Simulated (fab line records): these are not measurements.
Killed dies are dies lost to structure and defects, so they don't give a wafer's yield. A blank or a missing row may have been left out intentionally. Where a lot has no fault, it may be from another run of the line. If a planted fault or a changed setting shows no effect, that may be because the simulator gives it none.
fab line records    flow n5_finfet    part 1 of 2: steps 1 to 19 of 30
[record] lots = 5  wafers = 15  last_day = 16
route steps=1938 shown BEOL_M7@1301
lots that met no fault: taken from a fault-free run of the same line
start_h: hours from the record's opening day to when the first of the lot's shown wafers began    wait_h: hours elapsed since this lot's preceding step    " repeats the value in the row above    L1.1+2: several wafers, shown together as one row    - value missing, or start not given    * or withheld: withheld    < > ~ a bound
route shown NAME@n: a module of which the file shows steps, and the number in the route of the first    usual: mean/standard deviation of fault-free wafers    same: alike in all rows    chamber/n: place in a boat    sites: per-site readings    _std_site: the standard deviation of these    _edge_site: outer sites' mean less inner sites'    radius_mm: for every site, how far away it sits from the centre of the wafer    mask NAME#n: copy n    behind: the tool/chamber that last shaped the wafer    hold: what put the lot on hold/how long, in hours/how the hold closed    device: which transistor (n, p or np) failed to switch    end of line: the route-end tests of the same wafers    step lacking rows: just its recipe    killed: dies lost to structure and defects at the first sort, not the wafer's yield    map: a wafer's dies, marking killed ones x, the rest . and places with no die _
set.NAME: setting as actually run; set.NAME@STEP: the setting as run at that earlier step    model.NAME: the simulator's own value behind a step, which no gauge read
lots seen at some steps along the route; tables by step, rows by wafer
services: the hour from which a tool's chamber was out of use, counted from the record's first day as start_h (under 0 if before that day), plus the number of hours and why
[[steps]]
[step N5_BEOL_M7_ETCH_65]
[recipe] chemistry = CF4  target = SiARC  target_depth_a = 156  mask_material = CAR-EUV  time_s = 26  ion_energy_ev = 80  pressure_mtorr = 40  source_w = 545  bias_w = 36  Ar_flow_sccm = 100  cf4_flow_sccm = 100  ends = cleared
[usual] drypump_motor_current_A = 5.8/0.42  etch_rf_on_time_s = 26.0/0.44  oes_product_au = 0.70/0.071  rf_vpp_V = 184.2/1.2  showerhead_plenum_p_Torr = 2.16/0.074  throttle_valve_pct = 15.56/0.22
lot.wafer  tool         chamber  start_h  wait_h  drypump_motor_current_A  etch_rf_on_time_s  oes_product_au  rf_hours_counter_h  rf_vpp_V  showerhead_plenum_p_Torr  throttle_valve_pct
L080.3     rie_diel-06  3        228.30   0.0     5.9                      26.1               0.70            95                  185.1     2.25                      15.34
L080.4     "            0        "        "       5.9                      26.6               0.56            249                 183.6     2.11                      15.82
L080.6     "            1        "        "       6.1                      25.6               0.76            -                   184.3     2.19                      15.30
L081.1     rie_diel-03  0        236.66   0.0     6.6                      25.5               0.74            40                  185.6     2.10                      15.51
L081.5     "            2        "        "       5.3                      26.2               0.63            -                   183.4     2.05                      15.73
L081.6     "            1        "        "       5.9                      26.1               0.62            -                   183.8     2.22                      15.87
L089.3     rie_diel-02  3        274.66   0.0     5.6                      25.3               0.76            41                  186.2     2.27                      15.47
L089.5     "            0        "        "       6.0                      26.3               0.68            -                   185.8     2.24                      15.33
L089.6     "            1        "        "       6.2                      26.4               0.62            -                   186.1     2.22                      15.42
L091.2     rie_diel-06  3        292.92   0.0     5.9                      26.1               0.68            116                 184.8     2.24                      15.40
L091.4     "            1        "        "       6.2                      25.8               0.74            49                  185.6     2.18                      15.32
L091.5     "            0        "        "       5.9                      25.7               0.80            -                   182.6     2.10                      15.35
L092.1     rie_diel-06  0        299.97   0.0     5.9                      26.3               0.79            15                  182.7     2.10                      15.36
L092.2     "            2        "        "       5.2                      26.6               0.70            76                  184.9     2.17                      15.54
L092.4     "            3        "        "       5.9                      26.5               0.68            118                 186.1     2.24                      15.39
[step N5_BEOL_M7_ETCH_66]
[recipe] chemistry = N2/H2  target = SOC  target_depth_a = 800  overetch_a = 160  mask_material = SiARC  temp_c = 40  time_s = 120  ion_energy_ev = 200  pressure_mtorr = 30  source_w = 840  bias_w = 150  n2_flow_sccm = 200  h2_flow_sccm = 200
[usual] drypump_motor_current_A = 5.9/0.42  oes_product_au = 0.62/0.059  rf_vpp_V = 524.4/2.6  showerhead_plenum_p_Torr = 2.56/0.092  throttle_valve_pct = 17.80/0.26
lot.wafer  tool         chamber  start_h  wait_h  drypump_motor_current_A  oes_product_au  rf_hours_counter_h  rf_vpp_V  showerhead_plenum_p_Torr  throttle_valve_pct
L080.3     rie_diel-06  3        228.33   0.0     5.8                      0.63            95                  529.5     2.67                      17.67
L080.4     "            0        "        "       6.0                      0.52            249                 523.4     2.50                      18.00
L080.6     "            1        "        "       6.2                      0.68            -                   526.6     2.58                      17.46
L081.1     rie_diel-03  0        236.69   0.0     6.6                      0.66            40                  521.0     2.49                      17.74
L081.5     "            2        "        "       5.3                      0.57            -                   520.0     2.45                      18.08
L081.6     "            1        "        "       5.9                      0.56            -                   527.2     2.64                      18.20
L089.3     rie_diel-02  3        274.69   0.0     5.6                      0.67            41                  527.6     2.70                      17.63
L089.5     "            0        "        "       6.0                      0.62            -                   527.5     2.67                      17.52
L089.6     "            1        "        "       6.2                      0.55            -                   526.7     2.64                      17.54
L091.2     rie_diel-06  3        292.95   0.0     5.8                      0.61            116                 526.4     2.67                      17.70
L091.4     "            1        "        "       6.1                      0.67            49                  525.8     2.58                      17.48
L091.5     "            0        "        "       6.0                      0.71            -                   521.7     2.49                      17.62
L092.1     rie_diel-06  0        300.00   0.0     6.0                      0.71            15                  522.5     2.49                      17.62
L092.2     "            2        "        "       5.2                      0.63            76                  526.1     2.56                      17.77
L092.4     "            3        "        "       5.8                      0.61            118                 527.8     2.66                      17.69
[step N5_BEOL_M7_STRIP_69]
[recipe] chemistry = N2/H2  temp_c = 40  n2_flow_sccm = 200  h2_flow_sccm = 200  rf_frequency_hz = 6e+07
lot.wafer   tool         chamber  start_h  wait_h
L080.3+4+6  rie_diel-06  3,0,1    228.41   0.0
L081.1+5+6  rie_diel-03  0,2,1    236.77   0.0
L089.3+5+6  rie_diel-02  3,0,1    274.77   0.0
L091.2+4+5  rie_diel-06  3,1,0    293.03   0.0
L092.1+2+4  rie_diel-06  0,2,3    300.08   0.0
[step N5_BEOL_M7_STRIP_73]
[recipe] chemistry = N2/H2  temp_c = 40  n2_flow_sccm = 200  h2_flow_sccm = 200  rf_frequency_hz = 6e+07
lot.wafer   tool         chamber  start_h  wait_h
L080.3+4+6  rie_diel-06  3,0,1    228.42   0.0
L081.1+5+6  rie_diel-03  0,2,1    236.78   0.0
L089.3+5+6  rie_diel-02  3,0,1    274.78   0.0
L091.2+4+5  rie_diel-06  3,1,0    293.04   0.0
L092.1+2+4  rie_diel-06  0,2,3    300.09   0.0
[step N5_BEOL_M7_VIA_ETCH_34]
[recipe] chemistry = C4F6/O2  target = SiCOH_lowk  target_depth_a = 1255  mask_material = SOC  taper_deg = 4  time_s = 50.5  ion_energy_ev = 250  pressure_mtorr = 30  source_w = 345  bias_w = 185  Ar_flow_sccm = 300  C4F6_flow_sccm = 10  O2_flow_sccm = 10
[usual] drypump_motor_current_A = 5.9/0.42  oes_product_au = 0.81/0.084  rf_vpp_V = 667/8.2  showerhead_plenum_p_Torr = 2.87/0.099  throttle_valve_pct = 20.86/0.22
lot.wafer  tool         chamber  start_h  wait_h  drypump_motor_current_A  oes_product_au  rf_hours_counter_h  rf_vpp_V  showerhead_plenum_p_Torr  throttle_valve_pct
L080.3     rie_diel-06  3        228.43   0.0     5.9                      0.81            95                  658       2.98                      20.62
L080.4     "            0        "        "       6.0                      0.67            249                 655       2.80                      21.09
L080.6     "            1        "        "       6.2                      0.89            -                   659       2.91                      20.65
L081.1     rie_diel-03  0        236.79   0.0     6.7                      0.85            40                  677       2.79                      20.84
L081.5     "            2        "        "       5.3                      0.73            -                   663       2.73                      20.97
L081.6     "            1        "        "       5.9                      0.72            -                   664       2.95                      21.17
L089.3     rie_diel-02  3        274.79   0.0     5.6                      0.89            41                  670       3.02                      20.83
L089.5     "            0        "        "       6.0                      0.79            -                   671       2.98                      20.60
L089.6     "            1        "        "       6.2                      0.72            -                   674       2.94                      20.59
L091.2     rie_diel-06  3        293.05   0.0     5.9                      0.80            116                 657       2.97                      20.64
L091.4     "            1        "        "       6.2                      0.87            49                  657       2.90                      20.65
L091.5     "            0        "        "       6.0                      0.94            -                   655       2.80                      20.73
L092.1     rie_diel-06  0        300.10   0.0     6.0                      0.93            15                  655       2.80                      20.73
L092.2     "            2        "        "       5.2                      0.83            76                  676       2.88                      20.90
L092.4     "            3        "        "       5.8                      0.79            118                 657       2.97                      20.65
[step N5_BEOL_M7_STRIP_76]
[recipe] chemistry = C4F6/O2  resist = SiARC  rf_frequency_hz = 6e+07
lot.wafer   tool         chamber  start_h  wait_h
L080.3+4+6  rie_diel-06  3,0,1    228.47   0.0
L081.1+5+6  rie_diel-03  0,2,1    236.83   0.0
L089.3+5+6  rie_diel-02  3,0,1    274.84   0.0
L091.2+4+5  rie_diel-06  3,1,0    293.09   0.0
L092.1+2+4  rie_diel-06  0,2,3    300.14   0.0
[step N5_BEOL_M7_STRIP_36]
[recipe] chemistry = N2/H2  power_w = 450  temp_c = 40  pressure_mtorr = 20  rf_frequency_hz = 6e+07  overash_fraction = 0.3  bias_power_w = 7  h2_frac = 0.5  n2_flow_sccm = 200  h2_flow_sccm = 200
[usual] drypump_motor_current_A = 5.9/0.43  oes_product_au = 0.81/0.084  rf_vpp_V = 59.2/1.6  showerhead_plenum_p_Torr = 2.56/0.092  throttle_valve_pct = 23.7/0.31
[same] overash_fraction = 0.3
lot.wafer  tool         chamber  start_h  wait_h  drypump_motor_current_A  oes_product_au  rf_hours_counter_h  rf_vpp_V  showerhead_plenum_p_Torr  throttle_valve_pct
L080.3     rie_diel-06  3        228.48   0.0     5.8                      0.83            95                  57.9      2.67                      23.6
L080.4     "            0        "        "       5.9                      0.66            250                 59.6      2.49                      23.8
L080.6     "            1        "        "       6.2                      0.90            -                   62.6      2.58                      23.3
L081.1     rie_diel-03  0        236.84   0.0     6.7                      0.85            40                  57.8      2.48                      23.6
L081.5     "            2        "        "       5.3                      0.73            -                   58.5      2.44                      24.1
L081.6     "            1        "        "       5.9                      0.71            -                   58.5      2.64                      24.2
L089.3     rie_diel-02  3        274.85   0.0     5.5                      0.88            41                  59.4      2.69                      23.4
L089.5     "            0        "        "       6.1                      0.79            -                   62.1      2.67                      23.3
L089.6     "            1        "        "       6.2                      0.72            -                   62.7      2.64                      23.2
L091.2     rie_diel-06  3        293.10   0.0     5.9                      0.79            116                 61.6      2.66                      23.6
L091.4     "            1        "        "       6.2                      0.86            49                  60.7      2.57                      23.3
L091.5     "            0        "        "       6.0                      0.94            -                   58.5      2.49                      23.5
L092.1     rie_diel-06  0        300.15   0.0     6.0                      0.93            15                  57.6      2.49                      23.5
L092.2     "            2        "        "       5.2                      0.83            76                  62.6      2.56                      23.7
L092.4     "            3        "        "       5.9                      0.79            118                 58.9      2.66                      23.7
[step N5_BEOL_M7_TRENCH_ETCH_37]
[recipe] chemistry = C4F6/O2  target_depth_a = 934.78  target = SiCOH_lowk  time_s = 31.2  ion_energy_ev = 250  pressure_mtorr = 30  source_w = 345  bias_w = 185  Ar_flow_sccm = 300  C4F6_flow_sccm = 10  O2_flow_sccm = 10
[usual] drypump_motor_current_A = 5.9/0.43  oes_product_au = 0.82/0.083  rf_vpp_V = 667/8.2  showerhead_plenum_p_Torr = 2.87/0.099  throttle_valve_pct = 20.90/0.22
lot.wafer  tool         chamber  start_h  wait_h  drypump_motor_current_A  oes_product_au  rf_hours_counter_h  rf_vpp_V  showerhead_plenum_p_Torr  throttle_valve_pct
L080.3     rie_diel-06  3        -        -       5.9                      0.82            95                  658       2.98                      20.64
L080.4     "            0        "        "       5.9                      0.66            250                 654       2.80                      21.10
L080.6     "            1        "        "       6.2                      0.90            -                   659       2.91                      20.69
L081.1     rie_diel-03  0        -        -       6.7                      0.86            40                  677       2.79                      20.86
L081.5     "            2        "        "       5.3                      0.73            -                   666       2.73                      21.00
L081.6     "            1        "        "       5.9                      0.72            -                   664       2.95                      21.19
L089.3     rie_diel-02  3        -        -       5.5                      0.89            41                  670       3.02                      20.88
L089.5     "            0        "        "       6.0                      0.80            -                   669       2.98                      20.64
L089.6     "            1        "        "       6.2                      0.72            -                   676       2.94                      20.62
L091.2     rie_diel-06  3        -        -       5.8                      0.80            116                 658       2.97                      20.66
L091.4     "            1        "        "       6.2                      0.87            49                  658       2.90                      20.70
L091.5     "            0        "        "       6.0                      0.95            -                   655       2.80                      20.75
L092.1     rie_diel-06  0        -        -       6.0                      0.94            15                  653       2.80                      20.78
L092.2     "            2        "        "       5.2                      0.83            76                  679       2.88                      20.92
L092.4     "            3        "        "       5.8                      0.80            118                 657       2.97                      20.66
[step N5_BEOL_M7_ETCH_41]
[recipe] chemistry = CH3F/O2  target = SiCN  target_depth_a = 319  taper_deg = 2  time_s = 57.8  ion_energy_ev = 120  mask_material = TiN  pressure_mtorr = 30  source_w = 395  bias_w = 75  Ar_flow_sccm = 150  CH3F_flow_sccm = 30  O2_flow_sccm = 20
[usual] drypump_motor_current_A = 5.8/0.42  oes_product_au = 0.81/0.083  rf_vpp_V = 297.6/1.7  showerhead_plenum_p_Torr = 2.01/0.073  throttle_valve_pct = 16.28/0.22
lot.wafer  tool         chamber  start_h  wait_h  drypump_motor_current_A  oes_product_au  rf_hours_counter_h  rf_vpp_V  showerhead_plenum_p_Torr  throttle_valve_pct
L080.3     rie_diel-06  3        -        -       5.8                      0.81            95                  300.0     2.10                      16.05
L080.4     "            0        "        "       6.0                      0.67            250                 297.0     1.97                      16.55
L080.6     "            1        "        "       6.1                      0.90            -                   297.7     2.05                      16.00
L081.1     rie_diel-03  0        -        -       6.7                      0.86            40                  296.5     1.95                      16.23
L081.5     "            2        "        "       5.3                      0.73            -                   295.9     1.91                      16.42
L081.6     "            1        "        "       6.0                      0.72            -                   298.5     2.07                      16.58
L089.3     rie_diel-02  3        -        -       5.6                      0.88            41                  301.0     2.13                      16.21
L089.5     "            0        "        "       6.1                      0.80            -                   298.9     2.10                      16.08
L089.6     "            1        "        "       6.2                      0.71            -                   300.2     2.07                      16.09
L091.2     rie_diel-06  3        -        -       5.8                      0.79            116                 300.9     2.09                      16.09
L091.4     "            1        "        "       6.1                      0.86            49                  298.1     2.04                      16.04
L091.5     "            0        "        "       6.0                      0.94            -                   295.9     1.97                      16.10
L092.1     rie_diel-06  0        -        -       6.0                      0.94            15                  297.0     1.96                      16.11
L092.2     "            2        "        "       5.2                      0.82            76                  297.2     2.03                      16.30
L092.4     "            3        "        "       5.8                      0.79            118                 300.2     2.09                      16.09
[step N5_BEOL_M7_STRIP_80]
[recipe] chemistry = N2/H2  time_s = 10  power_w = 450  temp_c = 40  pressure_mtorr = 20  rf_frequency_hz = 6e+07  bias_power_w = 7  n2_flow_sccm = 200  h2_flow_sccm = 200
[usual] drypump_motor_current_A = 5.9/0.42  oes_product_au = 0.82/0.082  rf_vpp_V = 59.1/0.99  showerhead_plenum_p_Torr = 2.56/0.092  throttle_valve_pct = 23.7/0.31
lot.wafer  tool         chamber  start_h  wait_h  drypump_motor_current_A  oes_product_au  rf_hours_counter_h  rf_vpp_V  showerhead_plenum_p_Torr  throttle_valve_pct
L080.3     rie_diel-06  3        -        -       5.9                      0.82            95                  60.2      2.67                      23.6
L080.4     "            0        "        "       6.0                      0.66            250                 59.9      2.49                      23.8
L080.6     "            1        "        "       6.1                      0.90            -                   60.7      2.58                      23.3
L081.1     rie_diel-03  0        -        -       6.7                      0.86            40                  57.1      2.48                      23.6
L081.5     "            2        "        "       5.3                      0.75            -                   58.6      2.44                      24.0
L081.6     "            1        "        "       6.0                      0.72            -                   58.2      2.64                      24.1
L089.3     rie_diel-02  3        -        -       5.6                      0.89            41                  59.3      2.69                      23.4
L089.5     "            0        "        "       6.0                      0.79            -                   59.9      2.67                      23.3
L089.6     "            1        "        "       6.2                      0.71            -                   57.9      2.64                      23.2
L091.2     rie_diel-06  3        -        -       5.9                      0.80            116                 58.6      2.66                      23.7
L091.4     "            1        "        "       6.2                      0.87            49                  59.7      2.57                      23.3
L091.5     "            0        "        "       6.0                      0.95            -                   59.3      2.49                      23.5
L092.1     rie_diel-06  0        -        -       6.0                      0.94            15                  57.9      2.49                      23.5
L092.2     "            2        "        "       5.3                      0.83            76                  60.3      2.56                      23.7
L092.4     "            3        "        "       5.9                      0.79            118                 59.0      2.66                      23.7
[step N5_BEOL_M7_OCD_MEAS_38]
[usual] trench_depth_nm = 93.5/1.5
lot.wafer  tool    chamber  start_h  wait_h  trench_depth_nm
L080.3     ocd-01  -        228.68   -       93.8
L080.4     "       -        "        "       91.7
L080.6     "       -        "        "       95.3
L081.1     ocd-01  -        237.04   -       94.4
L081.5     "       -        "        "       91.4
L081.6     "       -        "        "       91.6
L089.3     ocd-02  -        275.05   -       96.6
L089.5     "       -        "        "       93.0
L089.6     "       -        "        "       92.6
L091.2     ocd-02  -        293.30   -       92.6
L091.4     "       -        "        "       95.0
L091.5     "       -        "        "       93.9
L092.1     ocd-01  -        300.35   -       95.4
L092.2     "       -        "        "       93.1
L092.4     "       -        "        "       92.8
[step N5_BEOL_M7_HM_STRIP_39]
[recipe] chemistry = peroxide_tin_strip  material = TiN  target_depth_a = 250  temp_c = 50  time_s = 158
lot.wafer   tool          chamber  start_h  wait_h
L080.3+4+6  wet_bench-05  1,6,2    228.71   0.0
L081.1+5+6  wet_bench-03  6,1,3    237.07   0.0
L089.3+5+6  wet_bench-03  7,6,2    275.08   0.0
L091.2+4+5  wet_bench-05  5,6,4    293.33   0.0
L092.1+2+4  wet_bench-02  3,2,0    300.38   0.0
[step N5_BEOL_M7_SRD_40]
[recipe] time_s = 30  temp_c = 23  rinse_liquid = diw  dry = ipa_marangoni
[usual] do_supply_ppb = 9.99/0.1
lot.wafer  tool          chamber  start_h  wait_h  do_supply_ppb
L080.3     wet_bench-05  1        228.76   0.0     9.98
L080.4     "             6        "        "       10.01
L080.6     "             2        "        "       10.02
L081.1     wet_bench-03  6        237.16   0.0     9.99
L081.5     "             1        "        "       10.13
L081.6     "             3        "        "       9.94
L089.3     wet_bench-03  7        275.17   0.0     10.05
L089.5     "             6        "        "       10.06
L089.6     "             2        "        "       10.10
L091.2     wet_bench-05  5        293.38   0.0     9.90
L091.4     "             6        "        "       10.31
L091.5     "             4        "        "       10.07
L092.1     wet_bench-02  3        300.43   0.0     10.05
L092.2     "             2        "        "       9.86
L092.4     "             0        "        "       10.09
[step N5_BEOL_M7_PRECLEAN_42]
[recipe] chemistry = residue_remover  time_s = 60  temp_c = 40
lot.wafer   tool          chamber  start_h  wait_h
L080.3+4+6  wet_bench-05  1,6,2    228.78   0.0
L081.1+5+6  wet_bench-03  6,1,3    237.20   0.0
L089.3+5+6  wet_bench-03  7,6,2    275.20   0.0
L091.2+4+5  wet_bench-05  5,6,4    293.39   0.0
L092.1+2+4  wet_bench-02  3,2,0    300.44   0.0
[step N5_BEOL_M7_SRD_43]
[recipe] time_s = 30  temp_c = 23  rinse_liquid = diw  dry = ipa_marangoni
[usual] do_supply_ppb = 10.00/0.098
lot.wafer  tool          chamber  start_h  wait_h  do_supply_ppb
L080.3     wet_bench-05  1        228.79   0.0     10.12
L080.4     "             6        "        "       9.96
L080.6     "             2        "        "       10.00
L081.1     wet_bench-03  6        237.23   0.0     9.98
L081.5     "             1        "        "       10.11
L081.6     "             3        "        "       10.01
L089.3     wet_bench-03  7        275.24   0.0     10.03
L089.5     "             6        "        "       10.06
L089.6     "             2        "        "       10.16
L091.2     wet_bench-05  5        293.41   0.0     10.12
L091.4     "             6        "        "       9.94
L091.5     "             4        "        "       9.99
L092.1     wet_bench-02  3        300.46   0.0     10.03
L092.2     "             2        "        "       9.95
L092.4     "             0        "        "       9.98
[step N5_BEOL_M7_CD_MEAS_35]
[recipe] target_cd_nm = 40  polarity = opening
[usual] cd_nm = 39.9/0.47
lot.wafer  tool       chamber  start_h  wait_h  cd_nm
L080.3     cd_sem-01  -        228.84   0.0     39.5
L080.4     "          -        "        "       39.4
L080.6     "          -        "        "       39.6
L081.1     cd_sem-03  -        237.29   0.0     39.5
L081.5     "          -        "        "       39.9
L081.6     "          -        "        "       39.2
L089.3     cd_sem-03  -        275.29   0.0     40.3
L089.5     "          -        "        "       39.6
L089.6     "          -        "        "       40.1
L091.2     cd_sem-01  -        293.45   0.0     41.1
L091.4     "          -        "        "       40.1
L091.5     "          -        "        "       40.8
L092.1     cd_sem-02  -        300.50   0.0     40.3
L092.2     "          -        "        "       40.3
L092.4     "          -        "        "       40.3
[step N5_BEOL_M7_CURE_75]
[recipe] temp_c = 370  time_s = 120  ambient = DMADMS/He  material = SiCOH_lowk
[usual] lamp_power_pct = 52.32/0.056  wafer_temp_C_max = 371.6/0.5
lot.wafer  tool        chamber  start_h  wait_h  lamp_power_pct  wafer_temp_C_max
L080.3     uv_cure-02  2        228.98   0.1     52.33           371.6
L080.4     "           2        "        "       52.34           371.7
L080.6     "           2        "        "       52.30           371.6
L081.1     uv_cure-01  0        237.33   0.0     52.35           370.9
L081.5     "           0        "        "       52.30           371.5
L081.6     "           0        "        "       52.29           370.9
L089.3     uv_cure-01  0        275.43   0.1     52.35           371.1
L089.5     "           0        "        "       52.27           371.0
L089.6     "           0        "        "       52.29           371.0
L091.2     uv_cure-01  0        293.54   0.1     52.25           371.3
L091.4     "           0        "        "       52.27           371.4
L091.5     "           0        "        "       52.32           371.6
L092.1     uv_cure-01  0        300.54   0.0     52.31           371.1
L092.2     "           0        "        "       52.28           371.2
L092.4     "           0        "        "       52.32           370.6
[step N5_BEOL_M7_DEGAS_44]
[recipe] ambient = vacuum  temp_c = 250  time_s = 60
[usual] heater_power_w = 326/33
lot.wafer  tool            chamber  start_h  wait_h  heater_power_w
L080.3     pvd_sputter-02  -        229.54   0.5     325
L080.4     "               -        "        "       307
L080.6     "               -        "        "       330
L081.1     pvd_sputter-03  -        237.83   0.5     293
L081.5     "               -        "        "       346
L081.6     "               -        "        "       331
L089.3     pvd_sputter-03  -        275.65   0.2     295
L089.5     "               -        "        "       342
L089.6     "               -        "        "       300
L091.2     pvd_sputter-01  -        293.87   0.3     397
L091.4     "               -        "        "       331
L091.5     "               -        "        "       364
L092.1     pvd_sputter-03  -        301.09   0.5     345
L092.2     "               -        "        "       343
L092.4     "               -        "        "       329
[step N5_BEOL_M7_PRE_CLEAN_45]
[recipe] gas = H2/He  time_s = 30  temp_c = 250
[usual] heater_power_w = 325/34
lot.wafer  tool            chamber  start_h  wait_h  heater_power_w
L080.3     pvd_sputter-02  -        229.58   0.0     329
L080.4     "               -        "        "       313
L080.6     "               -        "        "       331
L081.1     pvd_sputter-03  -        237.87   0.0     291
L081.5     "               -        "        "       347
L081.6     "               -        "        "       329
L089.3     pvd_sputter-03  -        275.69   0.0     292
L089.5     "               -        "        "       345
L089.6     "               -        "        "       293
L091.2     pvd_sputter-01  -        293.91   0.0     407
L091.4     "               -        "        "       328
L091.5     "               -        "        "       363
L092.1     pvd_sputter-03  -        301.13   0.0     336
L092.2     "               -        "        "       340
L092.4     "               -        "        "       332
